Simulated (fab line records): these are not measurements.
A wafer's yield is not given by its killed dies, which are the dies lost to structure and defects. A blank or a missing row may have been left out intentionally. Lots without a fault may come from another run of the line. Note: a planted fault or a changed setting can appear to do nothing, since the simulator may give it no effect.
One fault seen from 2 desks ; flow n5-finfet ; each desk has only its own numbers; what lay behind them comes last

## AT THE METROLOGY DESK
What the gauges read for every lot (on any tool): the sampled wafers with a number, averaged. A lot is out of limits, marked OUT, if its mean lies more than 4 standard deviations from the usual mean; the brackets give that distance. It has 10 readings; the 7 that lie furthest out on some lot are the ones shown.
Columns: A = DIBL_N at N5_BEOL_M4_RC_MEAS_101, usual 36.1 mV/V; B = DIBL_P at N5_BEOL_M4_RC_MEAS_101, usual 35.8 mV/V; C = ION_N at N5_BEOL_M4_RC_MEAS_101, usual 677 uA/um; D = ION_P at N5_BEOL_M4_RC_MEAS_101, usual 465 uA/um; E = SS_N at N5_BEOL_M4_RC_MEAS_101, usual 71.3 mV/dec; F = SS_P at N5_BEOL_M4_RC_MEAS_101, usual 73.2 mV/dec; G = VT_P at N5_BEOL_M4_RC_MEAS_101, usual -250 mV
lot;first seen here;A;B;C;D;E;F;G
L502;day 11 05:01;34.5;33.8;665;463;70.6;72.6;-246
L509;day 12 13:13;37.0;37.1;671;458;71.6;73.2;-251
L511;day 13 19:59;36.3;36.9;682;470;71.0;73.8;-248
L514;day 14 03:26;36.3;36.2;685;466;71.4;73.5;-249
This desk found nothing out of limits on any of the 4 lots.

## TOOL OWNER'S DESK, litho-track-04
The tool's own readings at N5_BEOL_M2_COAT_67 (time 60 s, resist thk 60 nm): means of the sampled wafers that have a number, for each lot that ran on this tool. A lot is out of limits, marked OUT, if its mean lies more than 4 standard deviations from the usual mean; the brackets give that distance.
Columns: A = heater-power-total-W at N5_BEOL_M2_COAT_67, usual 500.3 W; B = spin-speed-rpm at N5_BEOL_M2_COAT_67, usual 1500.0 rpm
lot;first seen here;A;B
L502;day 9 01:49;500.9;1499.6
L509;day 9 23:23;500.4;1596.8 (+99 or more) OUT
L511;day 10 20:34;498.8;1596.5 (+99 or more) OUT
This desk's finding: out of limits on L509, L511; first on L509, day 9 23:23 (spin-speed-rpm at N5_BEOL_M2_COAT_67). Within limits: L502.

## PUT TOGETHER
At day 9 23:23, on L509, L511, the tool owner's desk was in a position to raise an alarm.
From the metrology desk's view, nothing was out of limits.
The metrology desk has L509, L511 on record, within its limits.
Every lot named ran N5_BEOL_M2_COAT_67 on litho-track-04.

## WHAT THE SIMULATOR HAD INSERTED
Process parameters drifting: litho-track-04 at N5_BEOL_M2_COAT_67, beginning at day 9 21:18. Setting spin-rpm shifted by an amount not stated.
Struck lots among those shown: L509, L511.
Time in hours from fault onset to the first out-of-limits reading at each desk: the tool owner's desk, 2.
